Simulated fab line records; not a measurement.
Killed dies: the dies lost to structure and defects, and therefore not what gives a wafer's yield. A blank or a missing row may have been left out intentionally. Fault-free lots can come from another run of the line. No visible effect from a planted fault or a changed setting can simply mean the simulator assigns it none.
fab line records | flow n5Finfet
[record] lots = 10 wafers = 30 lastDay = 19
route steps=1938 shown BEOL_M2@910 BEOL_M3@931 BEOL_M4@1111 PASSIVATION@1936
lots that met no fault: from a run of the same line without faults
startH: hours from the record's opening day to when the first of the lot's shown wafers began | waitH: hours since the lot's step before | " repeats the value in the row above | L1.1+2: a single row standing in for several wafers | - no value, or no start was given | * or withheld: withheld | < > ~ a bound
route shown NAME@n: a module of which the file shows steps, and the number in the route of the first | usual: the fault-free wafers' mean and standard deviation | same: alike in all rows | chamber/n: place in a boat | sites: the reading at each site | _std_site: their standard deviation | _edge_site: outer sites' mean less inner sites' | radiusMm: how far each site lies from the wafer's centre | mask NAME#n: copy n | behind: tool/chamber where the wafer was last shaped | hold: why the lot was held/for how many hours/how that ended | device: transistor that didn't switch, given as n, p or np | end of line: tests of these same wafers at the route's end | for a step that has no rows: nothing shown but its recipe | killed: at the first sort, the dies lost to defects and structure; wafer yield is something else | map: dies across one wafer; x = killed, . = not, _ = none there
set.NAME: the setting as run; set.NAME@STEP: as run at that earlier step | model.NAME: the simulator's own value behind a step, which no gauge read
route steps across a sampled set of lots; one table per step, one row per wafer
services: when a tool's chamber went out of use (startH, in hours from the record's first day, below 0 if earlier), for how many hours, and the reason
[[steps]]
[step N5_BEOL_M2_SPUTTER_86]
[recipe] material = Cu targetThkA = 45 tempC = -20 chamberPressurePa = 0.07 powerW = withheld timeS = 8.29
[usual] chuckGasFlowSccm = 1.25/0.05 throttleValvePct = 29.6/1.1
// columns lot.wafer tool chamber startH waitH chuckGasFlowSccm throttleValvePct
L141.2 pvdSputter-03 - 139.87 0.1 1.25 28.2
L141.5 " - " " 1.23 28.9
L141.6 " - " " 1.21 29.1
L144.1 pvdSputter-03 - 178.37 0.1 1.33 29.0
L144.2 " - " " 1.27 30.6
L144.5 " - " " 1.21 29.4
L149.1 pvdSputter-02 - 230.33 0.1 1.29 28.5
L149.3 " - " " 1.31 29.8
L149.4 " - " " 1.24 31.2
L151.1 pvdSputter-03 - 243.13 0.1 1.24 27.8
L151.2 " - " " 1.25 30.4
L151.4 " - " " 1.25 29.3
L153.1 pvdSputter-01 - 257.65 0.1 1.28 29.9
L153.4 " - " " 1.24 29.0
L153.6 " - " " 1.20 31.1
L156.2 pvdSputter-02 - 285.55 0.1 1.30 30.1
L156.4 " - " " 1.25 31.4
L156.5 " - " " 1.18 28.6
L158.1 pvdSputter-03 - 293.27 0.1 1.16 29.2
L158.4 " - " " 1.37 29.1
L158.6 " - " " 1.28 29.1
L160.1 pvdSputter-01 - 295.10 0.1 1.24 29.9
L160.3 " - " " 1.30 28.3
L160.5 " - " " 1.25 30.9
L163.1 pvdSputter-03 - 325.08 0.1 1.31 29.1
L163.2 " - " " 1.22 28.1
L163.3 " - " " 1.29 29.1
L162.1 pvdSputter-02 - 325.19 0.1 1.21 28.8
L162.2 " - " " 1.22 30.3
L162.4 " - " " 1.29 29.9
[step N5_BEOL_M2_PRE_CLEAN_60]
[recipe] gas = NH3/H2 timeS = 15 tempC = * rfPowerW = 300
[usual] heaterPowerW = 85/18
// columns lot.wafer tool chamber startH waitH heaterPowerW
L141.2 cvdCo-02 2 142.81 0.0 62
L141.5 " 2 " " 60
L141.6 " 0 " " 79
L144.1 cvdCo-02 0 180.30 0.0 82
L144.2 " 1 " " 120
L144.5 " 0 " " 78
L149.1 cvdCo-02 2 232.28 0.0 61
L149.3 " 1 " " 118
L149.4 " 0 " " 81
L151.1 cvdCo-01 2 245.06 0.0 84
L151.2 " 0 " " 76
L151.4 " 1 " " 91
L153.1 cvdCo-02 0 259.58 0.0 80
L153.4 " 0 " " 80
L153.6 " 2 " " 59
L156.2 cvdCo-02 2 288.45 0.2 61
L156.4 " 1 " " 120
L156.5 " 2 " " 62
L158.1 cvdCo-02 2 295.58 0.0 61
L158.4 " 1 " " 114
L158.6 " 2 " " 62
L160.1 cvdCo-02 0 297.02 0.0 83
L160.3 " 1 " " 118
L160.5 " 0 " " 82
L163.1 cvdCo-02 1 327.00 0.0 117
L163.2 " 2 " " 60
L163.3 " 0 " " 84
L162.1 cvdCo-01 0 327.12 0.0 73
L162.2 " 1 " " 90
L162.4 " 0 " " 74
[step N5_BEOL_M3_ILD_DEP_00]
[recipe] material = SiOC targetThkA = 790 tempC = 350 precursor = DEMS/O2 pressureTorr = 5 rfW = 500 timeS = 15.3
[usual] chamberPressureTorr = 4.999/0.011 heaterPowerW = 476/69 showerheadPlenumPTorr = 5.701/0.02 throttleValvePct = 11.9/0.68
// columns lot.wafer tool chamber startH waitH chamberPressureTorr heaterPowerW showerheadPlenumPTorr throttleValvePct
L141.2 pecvd-03 1 143.12 0.0 5.015 551 5.679 12.2
L141.5 " 2 " " 5.001 511 5.694 12.3
L141.6 " 1 " " 5.009 558 5.670 12.8
L144.1 pecvd-02 0 180.59 0.0 5.007 320 5.729 11.7
L144.2 " 0 " " 4.997 324 5.717 11.7
L144.5 " 0 " " 5.006 331 5.724 11.7
L149.1 pecvd-03 2 232.57 0.0 4.998 463 5.689 10.9
L149.3 " 0 " " 5.014 536 5.696 12.3
L149.4 " 2 " " 4.997 457 5.676 10.6
L151.1 pecvd-03 2 245.34 0.0 5.005 489 5.670 11.0
L151.2 " 0 " " 5.008 539 5.706 12.4
L151.4 " 2 " " 5.001 493 5.667 10.7
L153.1 pecvd-02 2 259.86 0.0 4.995 480 5.671 11.1
L153.4 " 0 " " 5.025 396 5.744 11.8
L153.6 " 1 " " 4.989 439 5.700 11.8
L156.2 pecvd-04 2 288.75 0.0 4.995 493 5.710 11.5
L156.4 " 0 " " 4.994 460 5.728 11.9
L156.5 " 2 " " 5.013 498 5.712 11.7
L158.1 pecvd-03 2 295.87 0.0 4.991 499 5.675 10.9
L158.4 " 1 " " 4.985 586 5.685 11.8
L158.6 " 0 " " 4.980 533 5.703 12.0
L160.1 pecvd-02 2 297.31 0.0 5.007 410 5.690 11.2
L160.3 " 0 " " 5.011 374 5.729 11.8
L160.5 " 1 " " 4.995 483 5.681 12.0
L163.1 pecvd-04 2 327.29 0.0 4.975 504 5.717 11.6
L163.2 " 0 " " 5.003 408 5.737 12.3
L163.3 " 1 " " 5.012 502 5.694 13.3
L162.1 pecvd-04 0 327.41 0.0 4.991 468 5.730 12.1
L162.2 " 1 " " 5.006 473 5.700 13.4
L162.4 " 0 " " 5.003 475 5.738 12.2
[step N5_BEOL_M3_COAT_61]
[recipe] resist = SOC tempC = 250 timeS = 60 spinRpm = 1500 resistThkNm = 60
[usual] runLengthS = 66.07/0.19
// columns lot.wafer tool chamber startH waitH runLengthS
L141.2 lithoTrack-03 0 144.23 0.1 66.14
L141.5 " 0 " " 65.92
L141.6 " 0 " " 66.20
L144.1 lithoTrack-02 0 210.92 28.3 66.18
L144.2 " 0 " " 66.15
L144.5 " 0 " " 66.23
L149.1 lithoTrack-03 0 232.86 0.1 89.20
L149.3 " 0 " " 88.95
L149.4 " 0 " " 65.87
L151.1 lithoTrack-03 0 246.88 0.1 88.99
L151.2 " 0 " " 66.04
L151.4 " 0 " " 65.92
L153.1 lithoTrack-05 0 261.31 0.1 65.93
L153.4 " 0 " " 66.01
L153.6 " 0 " " 65.87
L156.2 lithoTrack-02 0 290.24 0.1 66.34
L156.4 " 0 " " 66.15
L156.5 " 0 " " 66.35
L158.1 lithoTrack-02 0 297.18 0.1 66.24
L158.4 " 0 " " 66.24
L158.6 " 0 " " 66.27
L160.1 lithoTrack-05 0 302.67 0.1 66.00
L160.3 " 0 " " 65.87
L160.5 " 0 " " 66.00
L163.1 lithoTrack-03 0 327.58 0.1 65.90
L163.2 " 0 " " 65.83
L163.3 " 0 " " 65.94
L162.1 lithoTrack-03 0 327.69 0.1 65.87
L162.2 " 0 " " 65.84
L162.4 " 0 " " 65.96
[step N5_BEOL_M4_RC_MEAS_101]
[usual] DIBL_N = 36.5/1.2 DIBL_P = 36.5/1.6 IOFF_N = 0.162/0.023 IOFF_P = 0.221/0.03 ION_N = 678/8 ION_P = 466/6.3 SS_N = 71.6/0.46 SS_P = 73.3/0.57 VT_N = 249.2/2.6 VT_P = -249/3.3
// columns lot.wafer tool chamber startH waitH DIBL_N[mV/V] DIBL_P[mV/V] IOFF_N[nA/um] IOFF_P[nA/um] ION_N[uA/um] ION_P[uA/um] SS_N[mV/dec] SS_P[mV/dec] VT_N[mV] VT_P[mV]
L141.2 prober-02 0 183.81 0.3 38.6 36.2 0.178 0.225 683 463 71.8 73.7 247.0 -252
L141.5 " 0 " " 36.6 34.8 0.144 0.207 665 460 71.2 73.2 249.8 -250
L141.6 " 0 " " 37.1 34.5 0.149 0.197 679 463 72.2 72.9 249.5 -252
L144.1 prober-02 0 235.17 0.0 34.9 33.9 0.131 0.212 674 468 71.7 72.4 250.3 -247
L144.2 " 0 " " 35.4 32.9 0.129 0.198 664 456 71.5 72.3 253.1 -251
L144.5 " 0 " " 36.6 34.1 0.145 0.216 668 469 72.1 72.4 250.4 -247
L149.1 prober-02 0 257.33 0.0 35.8 36.0 0.152 0.205 680 465 71.8 73.0 252.3 -252
L149.3 " 0 " " 35.8 36.5 0.151 0.210 669 458 71.4 73.1 249.7 -250
L149.4 " 0 " " 35.5 35.2 0.148 0.194 682 464 71.0 73.2 250.3 -252
L151.1 prober-01 0 266.00 0.0 34.8 35.7 0.142 0.203 668 463 71.2 72.7 250.4 -250
L151.2 " 0 " " 38.3 39.0 0.199 0.261 684 465 72.4 74.4 245.0 -247
L151.4 " 0 " " 37.4 37.6 0.173 0.230 665 458 72.0 73.6 249.0 -251
L153.1 prober-02 0 290.03 0.0 37.5 36.6 0.181 0.252 674 459 72.5 73.3 250.2 -246
L153.4 " 0 " " 38.3 38.0 0.198 0.271 677 466 72.7 73.6 248.7 -245
L153.6 " 0 " " 36.6 36.3 0.161 0.251 673 465 71.7 72.7 247.8 -245
L156.2 prober-02 0 312.46 0.2 36.4 36.0 0.158 0.192 674 459 72.3 73.2 247.5 -252
L156.4 " 0 " " 35.2 34.9 0.139 0.184 671 460 71.1 73.0 249.5 -252
L156.5 " 0 " " 35.3 34.5 0.131 0.173 667 463 71.5 72.2 254.4 -253
L160.1 prober-02 0 324.15 0.0 38.8 39.4 0.225 0.302 700 475 72.1 74.0 243.9 -244
L160.3 " 0 " " 36.4 36.0 0.173 0.244 682 471 71.6 72.6 246.0 -245
L160.5 " 0 " " 38.4 38.4 0.204 0.288 687 479 71.8 74.0 246.0 -244
L158.1 prober-01 0 325.68 0.0 36.9 36.6 0.173 0.202 686 460 71.6 73.0 248.1 -253
L158.4 " 0 " " 35.9 36.2 0.165 0.208 693 468 71.5 73.9 248.6 -250
L158.6 " 0 " " 35.0 35.2 0.147 0.184 682 463 70.8 72.8 249.1 -251
L163.1 prober-02 0 357.87 0.0 36.5 36.1 0.189 0.268 692 478 71.5 73.4 246.6 -241
L163.2 " 0 " " 34.9 33.7 0.157 0.225 680 474 71.4 72.5 248.0 -245
L163.3 " 0 " " 34.3 34.0 0.154 0.230 686 477 71.4 72.6 248.0 -246
L162.1 prober-02 0 361.53 0.0 37.5 37.2 0.169 0.210 675 462 72.1 73.1 250.7 -251
L162.2 " 0 " " 37.1 36.5 0.147 0.203 669 462 72.0 72.9 251.4 -249
L162.4 " 0 " " 35.6 34.3 0.125 0.176 668 459 70.9 73.2 253.9 -252
[step N5_PASSIVATION_PROBE_49]
[usual] defectLimitedYield = 91.2/1.3 killed_at_M0_to_M3 = 34/9.2 killed_at_M4_up = 14/5 killedAtContacts = 13/6.7 killedAtFrontEnd = 39/12 killedAtOther = 4/3.3 killedDies = 104/15 killedOnRim = 14/3.7 killedOpen = 68/12 killedShort = 34/7.5 sort_bin_5_function = 5.2/0.87 sort_bin_6_memory = 3.3/0.63 sortNPass = 1076/15 sortYieldPct = 91.2/1.3
[same] grossDies = 1180 killedAtBackSide = 0 sort_bin_4_leakage[%] = 0 sort_bin_8_speed[%] = 0
// columns lot.wafer tool chamber startH waitH defectLimitedYield[%] killed_at_M0_to_M3 killed_at_M4_up killedAtContacts killedAtFrontEnd killedAtOther killedDies killedOnRim killedOpen killedShort sort_bin_5_function[%] sort_bin_6_memory[%] sortNPass sortYieldPct[%]
L153.1 prober-02 - 392.50 0.0 92.9 18 11 9 45 1 84 13 65 19 4.0 2.9 1096 92.9
L153.4 prober-02 - 392.65 0.2 89.7 27 15 8 66 5 121 20 85 36 6.8 3.2 1059 89.7
L153.6 prober-02 - 392.75 0.3 93.1 24 8 19 26 4 81 20 53 28 4.4 2.4 1099 93.1
// killed by level:class
L153.1 STI_FIN_REVEAL:geometricParticle:open=22 MOL_CONTACT_COAG:geometricParticle:open=9 BEOL_M3:geometricParticle:open=8 FIN_SAQP:geometricParticle:open=6 BEOL_M4:geometricParticle:open=5 STI_FIN_REVEAL:geometricParticle:short=4 BEOL_M0_SAQP:geometricParticle:short=4 STARTING-WAFER:geometricParticle:open=4
L153.4 STI_FIN_REVEAL:geometricParticle:open=29 MOL_CONTACT_COAG:geometricParticle:open=7 BEOL_M0_SAQP:geometricParticle:short=7 FIN_SAQP:geometricParticle:short=6 FIN_SAQP:geometricParticle:open=6 GATE_CUT:geometricParticle:short=6 BEOL_M0_SAQP:geometricParticle:open=6 BEOL_M5:geometricParticle:open=6
L153.6 MOL_CONTACT_COAG:geometricParticle:open=17 BEOL_M3:geometricParticle:open=6 FIN_SAQP:geometricParticle:short=5 STI_FIN_REVEAL:geometricParticle:open=5 BEOL_M2:geometricParticle:open=4 BEOL_M5:geometricParticle:open=4 GATE_CUT:geometricParticle:short=3 BEOL_M0_SAQP:geometricParticle:open=3
[[services]]
// columns tool chamber startH hours kind
cvdCo-02 2 118.84 5.1 repair
pvdSputter-01 - 127.38 0.8 repair
pecvd-02 1 133.62 50.0 repair
pecvd-04 0 137.29 5.8 repair
pecvd-04 1 139.55 5.5 scheduledDown
cvdCo-01 - 143.59 0.8 repair
pecvd-03 1 146.92 6.6 repair
pecvd-04 2 151.83 10.6 repair
pecvd-02 0 169.29 4.4 repair
pvdSputter-03 - 188.94 5.9 repair
cvdCo-01 - 195.89 6.0 pm
cvdCo-02 - 201.89 2.8 pm
pecvd-03 2 202.38 - clean
pecvd-03 2 202.38 - consumableReplace:showerhead
pecvd-03 2 202.38 29.0 scheduledDown
pecvd-03 2 202.38 29.0 ventCycle
pvdSputter-02 - 202.44 2.8 repair
pvdSputter-03 - 211.08 3.7 repair
pecvd-02 - 223.04 0.3 repair
cvdCo-02 2 223.43 4.4 repair
pecvd-02 - 261.64 0.5 repair
cvdCo-01 - 266.85 28.1 pm
pecvd-02 - 267.16 1.1 repair
pecvd-04 - 310.65 2.8 pm
[[key]]
[firstSign] step = N5_BEOL_M3_COAT_61 reading = runLengthS direction = up sigmas = 99+ usual = * struck = *
effect none on later readings
metAt N5_BEOL_M3_COAT_61
struckLots L149,L151
struckWafers L149.1,L149.3,L151.1
notActingAt N5_BEOL_M2_SPUTTER_86,N5_BEOL_M2_PRE_CLEAN_60,N5_BEOL_M3_ILD_DEP_00
onsetBetween 144.23 232.86
[fault] kind = processParameterDrift tool = lithoTrack-03 chamber = - onsetH = 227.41 steps = N5_BEOL_M3_COAT_61 channel = timeS offset = * shape = step endH = 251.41 scope = struckWafersOnly actsIn = * stated = *
